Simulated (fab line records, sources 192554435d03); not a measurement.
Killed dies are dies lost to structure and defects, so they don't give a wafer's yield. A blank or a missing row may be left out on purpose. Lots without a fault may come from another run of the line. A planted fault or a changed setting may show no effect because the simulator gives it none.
Which tool did it? | flow n5_finfet | 10 lots, 30 wafers sampled, at 4 steps of a route of 1938

WHAT THE GAUGES READ, wafer by wafer
N5_BEOL_M4_RS_MEAS_58: measures by four-point-probe.
lot  | measured     | on            | M4_RS (ohm/sq)
L353 | day 7 20:22  | film_metro-01 | 0.692 0.662 0.679
L354 | day 8 19:38  | film_metro-02 | 0.653 0.637 0.636
L356 | day 9 14:09  | film_metro-01 | 0.695 0.671 0.695
L357 | day 10 00:05 | film_metro-01 | 0.698 0.696 0.732
L358 | day 10 16:47 | film_metro-01 | 0.688 0.672 0.659
L359 | day 10 17:10 | film_metro-01 | 0.660 0.671 0.655
L361 | day 11 04:52 | film_metro-02 | 0.679 0.674 0.703
L362 | day 11 13:31 | film_metro-01 | 0.659 0.675 0.658
L365 | day 12 09:47 | film_metro-01 | 0.686 0.697 0.679
L366 | day 12 01:17 | film_metro-02 | 0.650 0.670 0.639

WHICH TOOL RAN EACH LOT (tool, then ch and the chambers of the sampled wafers, then the start)
lot  | N5_HKMG_FIN_ALD_74              | N5_BEOL_M4_ANNEAL_87         | N5_BEOL_M4_ANNEAL_91
L353 | ald_hk-03 ch 0,1,3, day 4 09:44 | pvd_sputter-03, day 7 18:18  | pvd_sputter-03, day 7 18:44
L354 | ald_hk-01 ch 2,3, day 4 18:31   | pvd_sputter-02, day 8 17:34  | pvd_sputter-02, day 8 18:00
L356 | ald_hk-03 ch 2,3, day 5 14:54   | pvd_sputter-01, day 9 10:58  | pvd_sputter-01, day 9 11:51
L357 | ald_hk-01 ch 1,2, day 5 17:04   | pvd_sputter-03, day 9 21:59  | pvd_sputter-03, day 9 22:26
L358 | ald_hk-01 ch 1,2,3, day 5 20:22 | pvd_sputter-02, day 10 14:43 | pvd_sputter-02, day 10 15:10
L359 | ald_hk-02 ch 2,3, day 5 21:41   | pvd_sputter-03, day 10 14:57 | pvd_sputter-03, day 10 15:23
L361 | ald_hk-03 ch 0,1,3, day 6 12:39 | pvd_sputter-01, day 11 01:41 | pvd_sputter-01, day 11 02:34
L362 | ald_hk-01 ch 0,1,2, day 6 14:21 | pvd_sputter-03, day 11 11:25 | pvd_sputter-03, day 11 11:51
L365 | ald_hk-01 ch 1,3, day 7 12:15   | pvd_sputter-03, day 12 07:43 | pvd_sputter-03, day 12 08:10
L366 | ald_hk-01 ch 1,3, day 7 17:49   | pvd_sputter-02, day 11 22:59 | pvd_sputter-02, day 11 23:25
- N5_HKMG_FIN_ALD_74: deposits La2O3, target thk 0.5 nm, pulse time 6 s, co reactant pulse time 1 s.
- N5_BEOL_M4_ANNEAL_87: time 240 s.
- N5_BEOL_M4_ANNEAL_91: time 240 s.

THE ANSWER, worked out from the rows above alone
Rule: what is usual is taken from the lots themselves. Put in order of their means at a reading, lots are off if they are a third of the lots or fewer, leave a main group of 4 or more, and stand apart from it by a gap of 3 or more times the standard deviation of the main group's means; of several such gaps the widest counts. A main group whose means are all the same, to the digits that the tables above print for the reading, isn't used. A lot without any number at a reading at which 4 lots or more have one is off too. The other lots that the step has rows for count as sound.
No lot is off at any reading shown: from this, nothing can be told.

WHAT THE SIMULATOR HAD PUT IN
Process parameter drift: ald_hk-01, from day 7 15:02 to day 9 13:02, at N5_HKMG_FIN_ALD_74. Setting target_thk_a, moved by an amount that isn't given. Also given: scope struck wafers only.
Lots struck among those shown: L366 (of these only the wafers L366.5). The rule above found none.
